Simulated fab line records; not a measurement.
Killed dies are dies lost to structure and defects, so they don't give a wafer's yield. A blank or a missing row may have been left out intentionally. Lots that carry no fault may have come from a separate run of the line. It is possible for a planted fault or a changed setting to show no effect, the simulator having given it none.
The tool behind it: which one? | flow nandHarc | 36 wafers from 12 lots sampled at 5 of the route's 1302 steps

== WHAT THE GAUGES SHOWED, per wafer ==
NHARC_END_SORT_01.
lot  | measured     | on        | killedAtArray | killedAtOther | killedAtPeriphery | killedDies | killedOpen | killedShort
L610 | day 24 14:13 | prober-02 | 58 60 63      | 2 2 2         | 9 10 11           | 69 72 76   | 4 3 5      | 3 0 0
L611 | day 25 07:35 | prober-01 | 73 68 57      | 0 2 2         | 5 3 2             | 78 73 61   | 3 3 3      | 4 2 3
L612 | day 25 02:03 | prober-02 | 31 26 22      | 0 0 0         | 2 6 2             | 33 32 24   | 3 5 3      | 1 2 1
L613 | day 25 12:42 | prober-02 | 22 23 19      | 0 0 0         | 11 4 5            | 33 27 24   | 5 7 4      | 1 5 1
L616 | day 26 23:45 | prober-01 | 65 72 70      | 0 0 1         | 4 0 1             | 69 72 72   | 2 1 1      | 2 1 1
L617 | day 27 06:13 | prober-02 | 84 62 75      | 1 0 5         | 0 4 4             | 85 66 84   | 5 4 1      | 3 2 5
L619 | day 29 21:17 | prober-01 | 43 50 70      | 1 6 1         | 3 2 1             | 47 58 72   | 3 4 3      | 3 0 5
L622 | day 29 12:43 | prober-01 | 68 52 65      | 0 3 1         | 8 6 2             | 76 61 68   | 4 4 2      | 1 1 3
L628 | day 32 23:27 | prober-02 | 43 49 622     | 2 3 2         | 13 12 12          | 58 64 636  | 6 2 4      | 3 1 0
L629 | day 32 19:46 | prober-01 | 664 58 64     | 1 0 0         | 0 6 3             | 665 64 67  | 3 2 3      | 2 3 4
L630 | day 32 09:47 | prober-01 | 53 646 44     | 0 1 0         | 6 3 4             | 59 650 48  | 5 11 3     | 4 2 4
L633 | day 33 21:07 | prober-01 | 24 19 19      | 2 0 2         | 4 4 0             | 30 23 21   | 2 7 3      | 1 1 4

== TOOL THAT RAN EACH LOT (tool first, then ch and the chambers of the sampled wafers, then the start) ==
lot  | NHARC_A_STAIRCASE_TRIM_24                    | NHARC_A_STAIRCASE_ETCH_188                   | NHARC_A_STAIRCASE_TRIM_191        | NHARC_A_STAIRCASE_TRIM_198
L610 | rieDiel-04 ch 2,3, day 15 14:59 or earlier   | rieDiel-04 ch 2,3, day 15 14:59 or earlier   | rieDiel-04 ch 0,1,3, day 15 14:59 | rieDiel-08 ch 2,3, day 24 14:13 or earlier
L611 | rieDiel-13 ch 0,1,3, day 16 17:55 or earlier | rieDiel-13 ch 1,2,3, day 16 17:55 or earlier | rieDiel-13 ch 0,3, day 16 17:55   | rieDiel-13 ch 0,1, day 25 07:35 or earlier
L612 | rieDiel-04 ch 0,1, day 16 18:38 or earlier   | rieDiel-04 ch 2,3, day 16 18:38 or earlier   | rieDiel-04 ch 0,1,2, day 16 18:38 | rieDiel-04 ch 0,3, day 25 02:03 or earlier
L613 | rieDiel-13 ch 0,3, day 17 08:50 or earlier   | rieDiel-04 ch 1,3, day 17 08:50 or earlier   | rieDiel-04 ch 0,2,3, day 17 08:50 | rieDiel-04 ch 0,1,2, day 25 12:42 or earlier
L616 | rieDiel-04 ch 1,2,3, day 18 10:12 or earlier | rieDiel-13 ch 0,3, day 18 10:12 or earlier   | rieDiel-13 ch 1,2,3, day 18 10:12 | rieDiel-04 ch 1,2, day 26 23:45 or earlier
L617 | rieDiel-08 ch 1,2, day 19 02:42 or earlier   | rieDiel-13 ch 0,1,3, day 19 02:42 or earlier | rieDiel-13 ch 0,3, day 19 02:42   | rieDiel-08 ch 0,1,3, day 27 06:13 or earlier
L619 | rieDiel-04 ch 0,2,3, day 20 10:43 or earlier | rieDiel-13 ch 1,2,3, day 20 10:43 or earlier | rieDiel-13 ch 0,1,2, day 20 10:43 | rieDiel-13 ch 0,1,2, day 29 21:17 or earlier
L622 | rieDiel-08 ch 0,1,3, day 20 14:35 or earlier | rieDiel-04 ch 0,1,2, day 20 14:35 or earlier | rieDiel-04 ch 0,2,3, day 20 14:35 | rieDiel-04 ch 2,3, day 29 12:43 or earlier
L628 | rieDiel-04 ch 0,1,3, day 24 01:37 or earlier | rieDiel-04 ch 0,1,3, day 24 01:37 or earlier | rieDiel-04 ch 0,1,2, day 24 01:37 | rieDiel-04 ch 1,2, day 32 23:27 or earlier
L629 | rieDiel-13 ch 0,1, day 24 03:53 or earlier   | rieDiel-04 ch 0,2,3, day 24 03:53 or earlier | rieDiel-04 ch 0,3, day 24 03:53   | rieDiel-08 ch 1,2, day 32 19:46 or earlier
L630 | rieDiel-08 ch 0,2,3, day 24 10:24 or earlier | rieDiel-04 ch 0,1, day 24 10:24 or earlier   | rieDiel-04 ch 0,2,3, day 24 10:24 | rieDiel-08 ch 1,2, day 32 09:47 or earlier
L633 | rieDiel-13 ch 1,2,3, day 25 15:41 or earlier | rieDiel-13 ch 2,3, day 25 15:41 or earlier   | rieDiel-13 ch 1,3, day 25 15:41   | rieDiel-04 ch 0,1, day 33 21:07 or earlier
- NHARC_A_STAIRCASE_TRIM_24: chemistry O2, time 211.2 s.
- NHARC_A_STAIRCASE_ETCH_188: etches the open film in C4F8/O2, target depth 100 nm, time 40.5 s.
- NHARC_A_STAIRCASE_TRIM_191: chemistry O2, time 211.2 s.
- NHARC_A_STAIRCASE_TRIM_198: chemistry O2, time 211.2 s.

== WHAT THE TOOLS THEMSELVES READ (means of the sampled wafers that have a number; where no wafer has one, the mark that the record gives instead) ==
NHARC_A_STAIRCASE_TRIM_24.
lot  | tool       | drypumpMotorCurrentA (A) | oesProductAu (a.u.) | rfVppV (V) | showerheadPlenumPTorr (Torr) | throttleValvePct (%)
L610 | rieDiel-04 | 6.1                      | 1.003               | 56.1       | 3.33                         | 17.036
L611 | rieDiel-13 | 6.0                      | 0.996               | 57.5       | 3.51                         | 17.033
L612 | rieDiel-04 | 5.7                      | 0.988               | 57.8       | 3.67                         | 17.034
L613 | rieDiel-13 | 6.1                      | 1.004               | 57.1       | 3.39                         | 17.030
L616 | rieDiel-04 | 5.7                      | 1.005               | 58.0       | 3.64                         | 17.039
L617 | rieDiel-08 | 5.6                      | 1.003               | 57.6       | 3.51                         | 17.033
L619 | rieDiel-04 | 6.2                      | 1.005               | 57.8       | 3.61                         | 17.039
L622 | rieDiel-08 | 5.6                      | 1.000               | 57.9       | 3.47                         | 17.029
L628 | rieDiel-04 | 5.8                      | 0.991               | 57.8       | 3.57                         | 17.036
L629 | rieDiel-13 | 5.8                      | 0.997               | 57.3       | 3.52                         | 17.043
L630 | rieDiel-08 | 5.5                      | 1.015               | 57.3       | 3.47                         | 17.036
L633 | rieDiel-13 | 6.0                      | 1.002               | 57.7       | 3.52                         | 17.034

NHARC_A_STAIRCASE_ETCH_188.
lot  | tool       | oesProductAu (a.u.) | rfVppV (V)
L610 | rieDiel-04 | 0.947               | 891
L611 | rieDiel-13 | 0.955               | 896
L612 | rieDiel-04 | 0.947               | 901
L613 | rieDiel-04 | 0.954               | 899
L616 | rieDiel-13 | 0.940               | 889
L617 | rieDiel-13 | 0.929               | 894
L619 | rieDiel-13 | 0.933               | 896
L622 | rieDiel-04 | 0.951               | 902
L628 | rieDiel-04 | 0.936               | 897
L629 | rieDiel-04 | 0.945               | 898
L630 | rieDiel-04 | 0.935               | 901
L633 | rieDiel-13 | 0.937               | 889

NHARC_A_STAIRCASE_TRIM_191.
lot  | tool       | drypumpMotorCurrentA (A) | oesProductAu (a.u.) | rfVppV (V) | showerheadPlenumPTorr (Torr) | throttleValvePct (%)
L610 | rieDiel-04 | 5.8                      | 1.002               | 57.7       | 3.60                         | 17.043
L611 | rieDiel-13 | 6.1                      | 0.987               | 57.6       | 3.39                         | 17.046
L612 | rieDiel-04 | 5.6                      | 0.993               | 58.3       | 3.72                         | 17.034
L613 | rieDiel-04 | 6.2                      | 1.003               | 58.2       | 3.63                         | 17.040
L616 | rieDiel-13 | 6.0                      | 1.002               | 57.4       | 3.55                         | 17.033
L617 | rieDiel-13 | 6.4                      | 0.992               | 57.5       | 3.34                         | 17.023
L619 | rieDiel-13 | 5.8                      | 1.001               | 57.5       | 3.57                         | 17.034
L622 | rieDiel-04 | 6.2                      | 1.000               | 58.3       | 3.61                         | 17.032
L628 | rieDiel-04 | 5.6                      | 1.061               | 57.6       | 3.69                         | 17.038
L629 | rieDiel-04 | 6.3                      | 1.051               | 57.8       | 3.48                         | 17.040
L630 | rieDiel-04 | 6.2                      | 1.061               | 58.8       | 3.60                         | 17.039
L633 | rieDiel-13 | 5.9                      | 0.992               | 58.2       | 3.60                         | 17.043

NHARC_A_STAIRCASE_TRIM_198.
lot  | tool       | drypumpMotorCurrentA (A) | oesProductAu (a.u.) | rfVppV (V) | showerheadPlenumPTorr (Torr) | throttleValvePct (%)
L610 | rieDiel-08 | 5.5                      | 1.013               | 57.2       | 3.49                         | 17.045
L611 | rieDiel-13 | 5.8                      | 1.002               | 57.2       | 3.55                         | 17.039
L612 | rieDiel-04 | 6.2                      | 0.997               | 57.8       | 3.58                         | 17.036
L613 | rieDiel-04 | 5.6                      | 1.003               | 58.2       | 3.72                         | 17.042
L616 | rieDiel-04 | 5.6                      | 1.004               | 58.6       | 3.77                         | 17.040
L617 | rieDiel-08 | 5.6                      | 1.003               | 57.0       | 3.48                         | 17.033
L619 | rieDiel-13 | 5.8                      | 0.996               | 56.7       | 3.57                         | 17.034
L622 | rieDiel-04 | 6.1                      | 1.008               | 57.9       | 3.67                         | 17.040
L628 | rieDiel-04 | 5.6                      | 1.015               | 58.7       | 3.75                         | 17.042
L629 | rieDiel-08 | 5.7                      | 0.992               | 57.0       | 3.48                         | 17.032
L630 | rieDiel-08 | 5.6                      | 0.999               | 58.3       | 3.50                         | 17.039
L633 | rieDiel-04 | 5.7                      | 0.982               | 58.0       | 3.63                         | 17.037

== THE ANSWER, worked out from the rows above alone ==
Rule: the lots themselves supply what counts as usual. The widest of any qualifying gaps counts: lots, ordered by their means at a reading, are off when they make up no more than a third of the lots, leave a main group of 4 or more, and stand apart from it by 3 or more times the standard deviation of that group's means. If all means in a main group match to the digits the tables above print for the reading, that group is not used. Also off: a lot with no number at a reading for which 4 or more lots have one. Where the step has rows for the other lots, those lots are counted as sound. The gauges are gone through in route order, then the tools' own readings, and for those a lot's mean is taken as printed above. At the first step where some lot is off, the reading lying furthest off is the one used; lots without a number count as furthest.
Off: L628, L629, L630, at NHARC_END_SORT_01 (killedDies). The main group: mean 56, standard deviation 21.
A tool fits if, at a process step before that reading, it ran every lot that is off, and no sound lot after the first of them. Not tried: the gauges at NHARC_END_SORT_01; whatever is off there is also off at NHARC_A_STAIRCASE_TRIM_191, on other tools, and gauge error can't account for it. NHARC_A_STAIRCASE_TRIM_24 gives no start for some lots, so the hours and the order of its lots are those of NHARC_A_STAIRCASE_TRIM_191. NHARC_A_STAIRCASE_ETCH_188 gives no start for some lots, so the hours and the order of its lots are those of NHARC_A_STAIRCASE_TRIM_191. NHARC_A_STAIRCASE_TRIM_198 gives no start for some lots, so the hours and the order of its lots are those of NHARC_END_SORT_01. One fits: NHARC_A_STAIRCASE_ETCH_188 and NHARC_A_STAIRCASE_TRIM_191 on rieDiel-04. At NHARC_A_STAIRCASE_ETCH_188 its last sound lot is L622 (day 20 14:35), its first lot that is off L628 (day 24 01:37): a fault that began between those two fits.

== WHAT HAD BEEN PUT IN BY THE SIMULATOR ==
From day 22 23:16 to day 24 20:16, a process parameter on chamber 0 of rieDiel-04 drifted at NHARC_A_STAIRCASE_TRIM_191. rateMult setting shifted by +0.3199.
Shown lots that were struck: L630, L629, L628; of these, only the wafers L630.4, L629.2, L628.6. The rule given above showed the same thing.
